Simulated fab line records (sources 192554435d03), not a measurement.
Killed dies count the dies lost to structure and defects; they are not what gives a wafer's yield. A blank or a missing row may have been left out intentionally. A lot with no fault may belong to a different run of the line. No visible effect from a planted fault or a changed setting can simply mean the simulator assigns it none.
Which tool was responsible?    flow n5_finfet    24 lots with 72 wafers sampled at 3 steps, on a route of 1938 steps

## WHAT THE GAUGES READ, wafer by wafer
N5_BEOL_M2_THK_MEAS_53: measures by xrf. Usual: M2_THK gives 39.0 nm (standard deviation 1.4).
lot   measured      on             M2_THK (nm)     flag
L074  day 7 02:01   film_metro-02  37.1 38.0 37.4  
L075  day 7 05:36   film_metro-02  40.1 39.0 39.2  
L077  day 7 15:46   film_metro-02  40.1 38.2 38.3  
L078  day 7 21:10   film_metro-02  41.6 40.0 40.5  
L079  day 8 00:48   film_metro-01  38.8 38.1 37.4  
L080  day 8 07:02   film_metro-02  40.1 37.5 40.5  
L081  day 8 08:13   film_metro-02  38.4 38.8 40.1  
L082  day 8 20:39   film_metro-01  41.0 41.2 39.6  
L083  day 9 04:37   film_metro-01  39.1 39.5 38.8  
L084  day 9 09:35   film_metro-02  41.2 40.8 40.0  
L085  day 9 14:31   film_metro-01  37.5 38.4 37.5  
L086  day 9 23:16   film_metro-01  37.6 37.9 39.9  
L087  day 10 05:13  film_metro-02  38.5 37.7 39.1  
L088  day 10 07:09  film_metro-02  37.8 38.3 38.1  
L089  day 10 07:49  film_metro-01  37.4 38.5 39.2  
L090  day 10 20:05  film_metro-01  40.6 37.2 36.1  
L091  day 11 00:50  film_metro-02  39.1 39.3 35.5  
L092  day 11 08:15  film_metro-02  39.8 36.9 41.4  
L093  day 11 17:06  film_metro-01  37.7 39.1 38.0  
L094  day 12 13:34  film_metro-01  40.6 37.8 39.4  
L076  day 12 13:39  film_metro-01  39.6 42.1 40.5  
L095  day 12 18:30  film_metro-01  36.6 39.3 35.5  
L097  day 13 10:45  film_metro-01  39.7 39.2 40.9  
L096  day 13 14:59  film_metro-02  39.9 39.3 38.6  

N5_BEOL_M3_CD_MEAS_11: target cd 17.05 nm. Usual: cd_nm reads 17.10 nm (standard deviation 0.25).
lot   measured      on         cd_nm (nm)         flag
L074  day 7 02:58   cd_sem-03  17.08 16.95 17.01  
L075  day 7 07:19   cd_sem-01  16.87 17.27 17.14  
L077  day 7 18:02   cd_sem-03  17.29 17.49 16.93  
L078  day 7 22:14   cd_sem-01  17.38 17.44 16.99  
L079  day 8 02:35   cd_sem-03  17.24 16.86 17.04  
L080  day 8 09:21   cd_sem-01  17.31 17.39 17.27  
L081  day 8 09:43   cd_sem-01  16.75 16.78 16.97  
L082  day 8 22:38   cd_sem-01  16.85 16.39 16.97  
L083  day 9 06:22   cd_sem-01  16.72 17.03 16.92  
L084  day 9 11:14   cd_sem-02  17.03 17.04 17.15  
L085  day 9 17:32   cd_sem-02  16.73 17.20 17.01  
L086  day 10 00:53  cd_sem-02  17.32 17.39 17.24  
L087  day 10 07:28  cd_sem-01  16.93 17.29 17.04  
L088  day 10 08:15  cd_sem-02  17.19 17.62 16.99  
L089  day 10 09:11  cd_sem-01  16.87 17.46 17.33  
L090  day 10 21:44  cd_sem-01  17.27 17.36 16.85  
L091  day 11 01:59  cd_sem-01  17.10 16.88 17.07  
L092  day 11 09:39  cd_sem-03  16.63 16.98 16.76  
L093  day 11 18:13  cd_sem-03  17.09 17.10 17.09  
L094  day 12 15:22  cd_sem-01  16.92 17.18 16.95  
L076  day 12 15:32  cd_sem-03  16.98 16.90 16.56  
L095  day 12 21:42  cd_sem-02  17.31 17.23 17.22  
L097  day 13 12:20  cd_sem-03  16.56 16.99 16.64  
L096  day 13 19:11  cd_sem-01  17.32 17.55 17.16  

## WHICH TOOL RAN EACH LOT (tool, then ch and the chambers of the sampled wafers, then the start)
lot   N5_BEOL_M2_DEP_57
L074  pecvd-04 ch 0,1, day 7 02:14
L075  pecvd-01 ch 0,1,2, day 7 05:48
L077  pecvd-03 ch 0,2, day 7 15:57
L078  pecvd-01 ch 1,2, day 7 21:22
L079  pecvd-01 ch 0,1,2, day 8 00:59
L080  pecvd-01 ch 0,1,2, day 8 07:13
L081  pecvd-03 ch 1,2, day 8 08:24
L082  pecvd-04 ch 0,2, day 8 20:52
L083  pecvd-04 ch 0,1,2, day 9 04:48
L084  pecvd-04 ch 0,2, day 9 09:47
L085  pecvd-01 ch 0,1,2, day 9 14:42
L086  pecvd-04 ch 0,1,2, day 9 23:31
L087  pecvd-04 ch 1,2, day 10 05:24
L088  pecvd-03 ch 0,1, day 10 07:22
L089  pecvd-04 ch 0,1, day 10 08:02
L090  pecvd-01 ch 0,1,2, day 10 20:17
L091  pecvd-01 ch 0,1, day 11 01:02
L092  pecvd-01 ch 0,1, day 11 08:26
L093  pecvd-04 ch 1,2, day 11 17:18
L094  pecvd-01 ch 0,1,2, day 12 13:47
L076  pecvd-03 ch 0,2, day 12 13:52
L095  pecvd-04 ch 0,1, day 12 18:50
L097  pecvd-03 ch 0,1,2, day 13 10:59
L096  pecvd-01 ch 1,2, day 13 15:14
- N5_BEOL_M2_DEP_57: deposits SiCN from 3MS/NH3, target thk 8 nm, time 14 s.

## AS READ BY THE TOOLS THEMSELVES (means over the sampled wafers that have a number; for cases with no such wafer, the mark the record gives instead)
N5_BEOL_M2_DEP_57. Usual: chamber_pressure_Torr 2.999 Torr, standard deviation 0.0069; showerhead_plenum_p_Torr 3.664 Torr, standard deviation 0.013; throttle_valve_pct 8.9 %, standard deviation 0.45.
lot   tool      chamber_pressure_Torr (Torr)  showerhead_plenum_p_Torr (Torr)  throttle_valve_pct (%)  flag
L074  pecvd-04  3.005                         3.669                            8.8                     
L075  pecvd-01  3.000                         3.664                            8.9                     
L077  pecvd-03  3.004                         3.656                            8.7                     
L078  pecvd-01  3.005                         3.653                            8.5                     
L079  pecvd-01  2.995                         3.668                            8.9                     
L080  pecvd-01  3.000                         3.667                            8.9                     
L081  pecvd-03  3.006                         3.657                            8.6                     
L082  pecvd-04  3.005                         3.665                            8.5                     
L083  pecvd-04  2.985                         3.670                            8.8                     
L084  pecvd-04  3.001                         3.662                            8.8                     
L085  pecvd-01  3.001                         3.661                            8.9                     
L086  pecvd-04  2.995                         3.663                            8.8                     
L087  pecvd-04  2.990                         3.660                            8.5                     
L088  pecvd-03  2.998                         3.661                            9.0                     
L089  pecvd-04  2.993                         3.667                            8.9                     
L090  pecvd-01  2.998                         3.662                            9.0                     
L091  pecvd-01  2.998                         3.677                            9.3                     
L092  pecvd-01  3.003                         3.672                            9.2                     
L093  pecvd-04  3.000                         3.672                            8.7                     
L094  pecvd-01  3.004                         3.666                            8.8                     
L076  pecvd-03  3.009                         3.653                            9.0                     
L095  pecvd-04  2.999                         3.667                            9.1                     
L097  pecvd-03  3.000                         3.655                            8.7                     
L096  pecvd-01  2.998                         3.654                            8.9                     

## THE ANSWER, worked out from the rows above alone
Rule: lot off if the mean of its wafers having a number is beyond 3 standard deviations from the usual mean. A lot without any number at a reading at which 4 lots or more have one is off too. Where the step has rows for the other lots, those lots are counted as sound. First the gauges in route order, then the tools' own readings, where a lot's mean is used as printed above. At the first step where some lot is off, the reading lying furthest off is the one used; lots without a number count as furthest.
No lot is off at any reading shown: from this, nothing can be told.

## WHAT HAD BEEN PUT IN BY THE SIMULATOR
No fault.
